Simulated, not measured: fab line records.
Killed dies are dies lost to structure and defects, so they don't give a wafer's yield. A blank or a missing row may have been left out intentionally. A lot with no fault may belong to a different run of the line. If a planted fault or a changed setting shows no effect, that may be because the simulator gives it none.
fab line records	flow n5_finfet	part 1 of 2: steps 1 to 3 of 6
record: lots: 24	wafers: 72	last_day: 18
route steps=1938 shown BEOL_M15@1795 MIM_TOP@1837 MIM_BOT_ETCH@1868
lots untouched by any fault: they come from a run of this same line in which no faults occurred
start_h: hours from the record's first day to the start of the lot's first wafer shown	wait_h: time in hours since the lot's previous step	" the same as in the row above	L1.1+2: a row that stands for several wafers	- no value present, or no start provided	* or withheld: withheld	< > ~ a bound
route shown NAME@n: NAME is a module with steps in the file, n the number in the route of the first one	usual: mean and standard deviation over wafers with no fault	same: alike in all rows	chamber/n: place in a boat	sites: the reading at each site	_std_site: standard deviation of those values	_edge_site: outer sites' mean less inner sites'	radius_mm: how far each site lies from the wafer's centre	mask NAME#n: copy n	behind: the tool/chamber that last shaped the wafer	hold: the reason the lot was held/the length of the hold in hours/how it ended	device: which transistor (n, p or np) failed to switch	end of line: tests run on the same wafers once the route is complete	where a step has no rows: the recipe by itself	killed: dies lost to structure and defects at the first sort, not the wafer's yield	map: dies across one wafer; x = killed, . = not, _ = none there
set.NAME: setting as actually run; set.NAME@STEP: the setting as run at that earlier step	model.NAME: the simulator's own value behind a step, which no gauge read
steps of the route over a sample of lots; a table a step, a row a wafer
services: when a tool's chamber went out of use (start_h, in hours from the record's first day, below 0 if earlier), for how many hours, and the reason
== steps ==
step: N5_BEOL_M15_ETCH_57
recipe: chemistry: N2/H2	target: SOC	source_w: 3000	bias_w: 350	time_s: 750	ion_energy_ev: 200	pressure_mtorr: 30	n2_flow_sccm: 200	h2_flow_sccm: 200
usual: drypump_motor_current_A: 5.8/0.53	oes_product_au: 0.81/0.1	rf_vpp_V: 524.9/2.1	showerhead_plenum_p_Torr: 2.58/0.068	throttle_valve_pct: 17.70/0.26
lot.wafer	tool	chamber	start_h	wait_h	drypump_motor_current_A	oes_product_au	rf_hours_counter_h	rf_vpp_V	showerhead_plenum_p_Torr	throttle_valve_pct
L074.1	rie_diel-03	1	252.95	-	5.3	0.71	202	524.6	2.50	18.04
L074.3	"	3	"	"	4.8	0.71	197	526.9	2.63	17.89
L074.4	"	2	"	"	6.0	0.94	26	524.9	2.60	17.82
L075.1	rie_diel-02	3	262.39	-	6.3	0.67	250	525.6	2.63	17.92
L075.4	"	1	"	"	6.3	0.80	-	523.9	2.59	17.60
L075.6	"	2	"	"	5.9	0.93	-	527.6	2.70	17.25
L077.3	rie_diel-02	2	269.60	-	5.9	0.91	11	529.6	2.70	17.26
L077.5	"	2	"	"	5.9	0.92	-	528.3	2.70	17.26
L077.6	"	3	"	"	6.3	0.67	-	527.2	2.63	17.95
L076.4	rie_diel-02	1	278.18	-	6.3	0.78	-	525.0	2.59	17.61
L076.5	"	3	"	"	6.3	0.66	-	525.0	2.63	17.96
L076.6	"	2	"	"	5.9	0.89	-	527.1	2.69	17.27
L078.1	rie_diel-03	0	289.57	-	5.9	0.90	46	521.6	2.49	17.84
L078.2	"	3	"	"	4.8	0.70	207	525.7	2.63	17.91
L078.3	"	2	"	"	6.0	0.91	37	526.5	2.60	17.83
L079.2	rie_diel-02	1	300.43	-	6.3	0.78	100	525.0	2.59	17.61
L079.4	"	1	"	"	6.3	0.78	-	524.2	2.59	17.64
L079.5	"	0	"	"	5.2	0.97	-	525.5	2.59	17.36
L080.1	rie_diel-03	3	312.62	-	4.8	0.70	214	523.8	2.63	17.93
L080.4	"	1	"	"	5.3	0.71	217	522.3	2.49	18.06
L080.5	"	2	"	"	6.0	0.91	-	525.2	2.59	17.85
L081.1	rie_diel-02	0	315.60	-	5.2	0.94	12	525.4	2.58	17.39
L081.2	"	1	"	"	6.3	0.77	107	522.6	2.59	17.64
L081.6	"	0	"	"	5.2	0.94	-	524.5	2.58	17.38
L082.1	rie_diel-05	3	316.02	-	5.8	0.69	208	525.1	2.63	18.14
L082.3	"	0	"	"	6.6	0.72	192	519.4	2.43	17.65
L082.4	"	1	"	"	5.3	0.91	26	525.5	2.59	17.60
L084.1	rie_diel-05	0	321.24	-	6.6	0.73	194	520.5	2.43	17.64
L084.2	"	1	"	"	5.3	0.91	29	524.0	2.59	17.58
L084.5	"	0	"	"	6.6	0.72	-	520.3	2.43	17.65
L085.2	rie_diel-02	1	332.56	-	6.3	0.76	112	524.8	2.58	17.63
L085.4	"	0	"	"	5.2	0.93	18	525.1	2.58	17.39
L085.6	"	0	"	"	5.2	0.92	-	526.2	2.58	17.39
L083.3	rie_diel-02	2	333.04	-	5.9	0.87	32	529.0	2.69	17.28
L083.5	"	3	"	"	6.3	0.98	-	526.1	2.63	17.43
L083.6	"	0	"	"	5.2	0.93	-	524.2	2.58	17.38
L086.3	rie_diel-03	0	334.95	-	5.9	0.87	59	523.1	2.48	17.86
L086.4	"	1	"	"	5.3	0.71	224	522.9	2.49	18.05
L086.6	"	3	"	"	4.8	0.70	-	526.8	2.62	17.94
L088.2	rie_diel-03	2	348.77	-	6.0	0.87	56	524.4	2.59	17.87
L088.4	"	3	"	"	4.8	0.67	226	526.3	2.62	17.96
L088.6	"	2	"	"	6.0	0.87	-	524.8	2.59	17.87
L087.2	rie_diel-05	0	349.05	-	6.6	0.71	203	520.4	2.43	17.65
L087.4	"	2	"	"	6.6	0.72	207	523.6	2.51	17.83
L087.6	"	2	"	"	6.7	0.72	-	524.3	2.51	17.84
L090.2	rie_diel-02	0	352.87	-	5.2	0.91	26	524.6	2.58	17.39
L090.3	"	1	"	"	6.3	0.76	119	524.2	2.58	17.65
L090.5	"	0	"	"	5.2	0.90	-	525.0	2.58	17.40
L089.1	rie_diel-05	0	358.68	-	6.6	0.71	206	520.0	2.43	17.65
L089.3	"	2	"	"	6.6	0.71	211	524.0	2.51	17.85
L089.6	"	2	"	"	6.6	0.71	-	522.9	2.51	17.83
L091.3	rie_diel-05	2	366.32	-	6.6	0.71	213	524.1	2.50	17.84
L091.4	"	3	"	"	5.9	0.68	224	524.1	2.62	18.16
L091.6	"	1	"	"	5.3	0.88	-	524.8	2.58	17.63
L092.2	rie_diel-03	2	368.82	-	6.0	0.88	62	524.7	2.59	17.88
L092.3	"	3	"	"	4.9	0.69	232	526.1	2.62	17.95
L092.5	"	3	"	"	4.9	0.69	-	525.2	2.62	17.95
L093.2	rie_diel-03	2	378.87	-	6.0	0.87	65	525.4	2.58	17.90
L093.5	"	3	"	"	4.9	0.69	-	524.8	2.62	17.96
L093.6	"	0	"	"	5.9	0.84	-	522.1	2.48	17.89
L094.2	rie_diel-02	2	385.49	-	5.9	0.85	48	527.8	2.68	17.33
L094.4	"	0	"	"	5.2	0.89	36	524.5	2.57	17.42
L094.5	"	1	"	"	6.3	0.75	-	524.2	2.58	17.65
L095.1	rie_diel-02	2	391.38	-	5.9	0.84	50	529.1	2.68	17.33
L095.2	"	1	"	"	6.3	0.75	131	523.5	2.58	17.68
L095.3	"	3	"	"	6.3	0.93	24	525.1	2.62	17.47
L096.3	rie_diel-03	0	396.62	-	5.9	0.85	80	521.8	2.48	17.90
L096.5	"	3	"	"	4.8	0.67	-	525.2	2.61	17.98
L096.6	"	0	"	"	5.9	0.84	-	521.8	2.48	17.89
L097.1	rie_diel-02	3	399.69	-	6.2	0.92	27	525.5	2.62	17.49
L097.3	"	0	"	"	5.2	0.88	41	525.4	2.57	17.41
L097.4	"	2	"	"	5.9	0.85	54	525.8	2.68	17.33
step: N5_BEOL_M15_OVL_MEAS_29
recipe: points_per_wafer: 44
usual: M15_OVL: 4/5.6
lot.wafer	tool	chamber	start_h	wait_h	M15_OVL[nm]
L074.1	overlay-02	0	253.75	0.0	6
L074.3	"	0	"	"	8
L074.4	"	0	"	"	12
L075.1	overlay-02	0	263.20	0.0	5
L075.4	"	0	"	"	10
L075.6	"	0	"	"	16
L077.3	overlay-01	0	270.52	0.0	-13
L077.5	"	0	"	"	-5
L077.6	"	0	"	"	-2
L076.4	overlay-01	0	278.74	0.0	-8
L076.5	"	0	"	"	4
L076.6	"	0	"	"	-8
L078.1	overlay-01	0	290.50	0.0	9
L078.2	"	0	"	"	3
L078.3	"	0	"	"	10
L079.2	overlay-02	0	301.24	0.0	11
L079.4	"	0	"	"	14
L079.5	"	0	"	"	3
L080.1	overlay-01	0	313.55	0.0	12
L080.4	"	0	"	"	3
L080.5	"	0	"	"	5
L081.1	overlay-02	0	316.53	0.0	4
L081.2	"	0	"	"	1
L081.6	"	0	"	"	10
L082.1	overlay-01	0	316.95	0.0	6
L082.3	"	0	"	"	-2
L082.4	"	0	"	"	6
L084.1	overlay-01	0	322.04	0.0	2
L084.2	"	0	"	"	2
L084.5	"	0	"	"	-1
L085.2	overlay-02	0	333.49	0.0	2
L085.4	"	0	"	"	6
L085.6	"	0	"	"	3
L083.3	overlay-02	0	333.85	0.0	11
L083.5	"	0	"	"	4
L083.6	"	0	"	"	10
L086.3	overlay-01	0	335.75	0.0	1
L086.4	"	0	"	"	1
L086.6	"	0	"	"	1
L088.2	overlay-01	0	349.58	0.0	-1
L088.4	"	0	"	"	8
L088.6	"	0	"	"	1
L087.2	overlay-01	0	349.85	0.0	4
L087.4	"	0	"	"	7
L087.6	"	0	"	"	-2
L090.2	overlay-02	0	353.79	0.0	8
L090.3	"	0	"	"	8
L090.5	"	0	"	"	12
L089.1	overlay-01	0	359.49	0.0	1
L089.3	"	0	"	"	-3
L089.6	"	0	"	"	0
L091.3	overlay-02	0	367.25	0.0	8
L091.4	"	0	"	"	5
L091.6	"	0	"	"	7
L092.2	overlay-01	0	369.63	0.0	-2
L092.3	"	0	"	"	10
L092.5	"	0	"	"	8
L093.2	overlay-01	0	379.67	0.0	5
L093.5	"	0	"	"	3
L093.6	"	0	"	"	8
L094.2	overlay-02	0	386.42	0.0	-1
L094.4	"	0	"	"	13
L094.5	"	0	"	"	-6
L095.1	overlay-02	0	392.18	0.0	3
L095.2	"	0	"	"	0
L095.3	"	0	"	"	0
L096.3	overlay-01	0	397.55	0.0	5
L096.5	"	0	"	"	5
L096.6	"	0	"	"	7
L097.1	overlay-02	0	400.50	0.0	-3
L097.3	"	0	"	"	-3
L097.4	"	0	"	"	7
step: N5_BEOL_M15_DESCUM_33
recipe: chemistry: O2	time_s: 7.9	source_power_w: 50	bias_power_w: 20	pressure_mtorr: 20	rf_frequency_hz: 2.712e+07	temp_c: 40	o2_flow_sccm: 225
usual: bias_power_w: 20.01/0.06	drypump_motor_current_A: 6.0/0.53	oes_product_au: 0.80/0.099	rf_vpp_V: 243.5/1.3	showerhead_plenum_p_Torr: 2.12/0.06	throttle_valve_pct: 20.38/0.25
lot.wafer	tool	chamber	start_h	wait_h	bias_power_w	drypump_motor_current_A	oes_product_au	rf_hours_counter_h	rf_vpp_V	showerhead_plenum_p_Torr	throttle_valve_pct
L074.1	rie_diel-02	3	253.81	0.0	19.99	6.2	0.66	246	245.9	2.17	20.59
L074.3	"	1	"	"	19.96	6.3	0.81	86	243.2	2.13	20.17
L074.4	"	2	"	"	20.04	5.9	0.94	4	244.4	2.24	20.04
L075.1	rie_diel-02	3	263.25	0.0	20.00	6.2	0.66	250	243.1	2.17	20.62
L075.4	"	2	"	"	20.08	5.9	0.92	-	247.1	2.23	20.04
L075.6	"	3	"	"	20.01	6.2	0.66	-	244.6	2.17	20.63
L077.3	rie_diel-05	3	270.58	0.0	19.93	5.9	0.70	195	244.6	2.14	20.67
L077.5	"	1	"	"	20.07	5.3	0.94	-	245.4	2.14	20.36
L077.6	"	0	"	"	20.04	6.6	0.73	-	242.2	2.02	20.24
L076.4	rie_diel-02	1	278.87	0.1	19.91	6.3	0.80	-	244.0	2.13	20.17
L076.5	"	3	"	"	19.97	6.2	0.65	-	243.3	2.17	20.63
L076.6	"	2	"	"	20.07	5.9	0.89	-	244.9	2.23	20.08
L078.1	rie_diel-05	3	290.92	0.4	20.02	5.9	0.69	201	243.6	2.14	20.67
L078.2	"	0	"	"	20.01	6.6	0.73	185	241.2	2.02	20.24
L078.3	"	2	"	"	19.85	6.6	0.73	189	241.9	2.10	20.66
L079.2	rie_diel-05	3	301.34	0.1	19.97	5.9	0.68	204	244.6	2.14	20.66
L079.4	"	0	"	"	20.07	6.6	0.74	188	242.9	2.02	20.24
L079.5	"	1	"	"	19.92	5.3	0.93	-	242.4	2.14	20.34
L080.1	rie_diel-03	1	313.61	0.0	20.04	5.4	0.70	217	241.7	2.08	20.98
L080.4	"	0	"	"	20.04	5.9	0.88	53	242.4	2.02	20.34
L080.5	"	1	"	"	19.99	5.4	0.70	-	242.2	2.08	20.97
L081.1	rie_diel-05	0	316.59	0.0	20.04	6.6	0.73	192	242.9	2.02	20.27
L081.2	"	2	"	"	20.01	6.6	0.73	196	243.7	2.10	20.66
L081.6	"	2	"	"	20.03	6.6	0.73	-	243.9	2.10	20.65
L082.1	rie_diel-05	1	317.01	0.0	19.91	5.4	0.92	27	243.8	2.14	20.36
L082.3	"	3	"	"	20.04	5.9	0.68	208	243.9	2.14	20.67
L082.4	"	2	"	"	19.80	6.6	0.72	196	242.3	2.10	20.68
L084.1	rie_diel-02	3	322.10	0.0	20.03	6.2	1.00	2	244.4	2.17	20.13
L084.2	"	2	"	"	20.02	5.9	0.86	28	246.3	2.23	20.10
L084.5	"	2	"	"	20.00	5.9	0.87	-	245.8	2.23	20.10
L085.2	rie_diel-05	3	333.96	0.4	19.98	5.8	0.67	214	243.3	2.14	20.67
L085.4	"	2	"	"	19.94	6.6	0.71	201	243.5	2.10	20.67
L085.6	"	2	"	"	19.95	6.6	0.71	-	244.0	2.10	20.66
L083.3	rie_diel-02	3	334.04	0.2	20.04	6.2	0.97	6	244.3	2.17	20.12
L083.5	"	2	"	"	19.96	5.9	0.86	-	246.1	2.23	20.08
L083.6	"	1	"	"	20.02	6.3	0.78	-	244.0	2.12	20.21
L086.3	rie_diel-05	0	335.86	0.1	20.02	6.6	0.72	199	239.7	2.01	20.27
L086.4	"	1	"	"	19.93	5.3	0.90	34	244.4	2.13	20.36
L086.6	"	1	"	"	19.95	5.3	0.90	-	243.8	2.13	20.36
L088.2	rie_diel-02	1	349.92	0.3	20.19	6.3	0.77	118	244.5	2.12	20.22
L088.4	"	2	"	"	20.09	5.9	0.86	37	245.1	2.22	20.11
L088.6	"	0	"	"	20.02	5.2	0.91	-	243.8	2.10	20.03
L087.2	rie_diel-05	2	350.21	0.3	20.15	6.6	0.72	207	242.5	2.10	20.69
L087.4	"	3	"	"	19.93	5.8	0.67	219	245.1	2.13	20.69
L087.6	"	0	"	"	20.02	6.6	0.72	-	242.8	2.01	20.27
L090.2	rie_diel-05	0	353.85	0.0	19.93	6.6	0.71	204	241.7	2.01	20.30
L090.3	"	2	"	"	20.01	6.6	0.70	209	242.3	2.10	20.68
L090.5	"	0	"	"	19.94	6.6	0.71	-	241.2	2.01	20.28
L089.1	rie_diel-03	1	359.54	0.0	20.01	5.3	0.69	232	242.0	2.07	20.99
L089.3	"	0	"	"	19.96	5.9	0.86	67	240.5	2.01	20.36
L089.6	"	1	"	"	19.95	5.3	0.69	-	243.3	2.07	21.00
L091.3	rie_diel-05	3	367.33	0.1	20.11	5.8	0.67	224	242.8	2.13	20.69
L091.4	"	0	"	"	20.04	6.6	0.72	209	243.0	2.01	20.28
L091.6	"	1	"	"	20.05	5.3	0.89	-	243.3	2.13	20.40
L092.2	rie_diel-02	0	369.69	0.0	19.96	5.2	0.91	31	243.8	2.10	20.04
L092.3	"	3	"	"	20.00	6.2	0.94	17	244.2	2.16	20.16
L092.5	"	1	"	"	20.09	6.3	0.78	-	243.7	2.12	20.21
L093.2	rie_diel-02	3	379.73	0.0	20.10	6.2	0.92	20	243.4	2.16	20.16
L093.5	"	0	"	"	19.91	5.2	0.89	-	244.0	2.10	20.03
L093.6	"	1	"	"	20.05	6.3	0.77	-	244.1	2.12	20.23
L094.2	rie_diel-05	1	386.48	0.0	19.88	5.3	0.88	51	243.6	2.13	20.41
L094.4	"	2	"	"	19.98	6.7	0.70	220	242.8	2.09	20.70
L094.5	"	2	"	"	20.01	6.6	0.71	-	242.7	2.09	20.71
L095.1	rie_diel-05	2	392.24	0.0	19.98	6.6	0.72	222	241.7	2.09	20.72
L095.2	"	3	"	"	20.03	5.8	0.67	232	242.6	2.13	20.71
L095.3	"	1	"	"	19.97	5.3	0.89	53	244.9	2.13	20.40
L096.3	rie_diel-03	3	397.61	0.0	20.03	4.8	0.67	243	243.5	2.15	20.61
L096.5	"	2	"	"	20.06	6.0	0.87	-	243.7	2.10	20.36
L096.6	"	3	"	"	20.07	4.8	0.68	-	243.4	2.15	20.60
L097.1	rie_diel-02	2	400.55	0.0	19.97	5.9	0.84	54	245.6	2.22	20.13
L097.3	"	0	"	"	20.03	5.2	0.88	42	245.4	2.09	20.05
L097.4	"	3	"	"	19.95	6.3	0.91	28	243.2	2.16	20.16
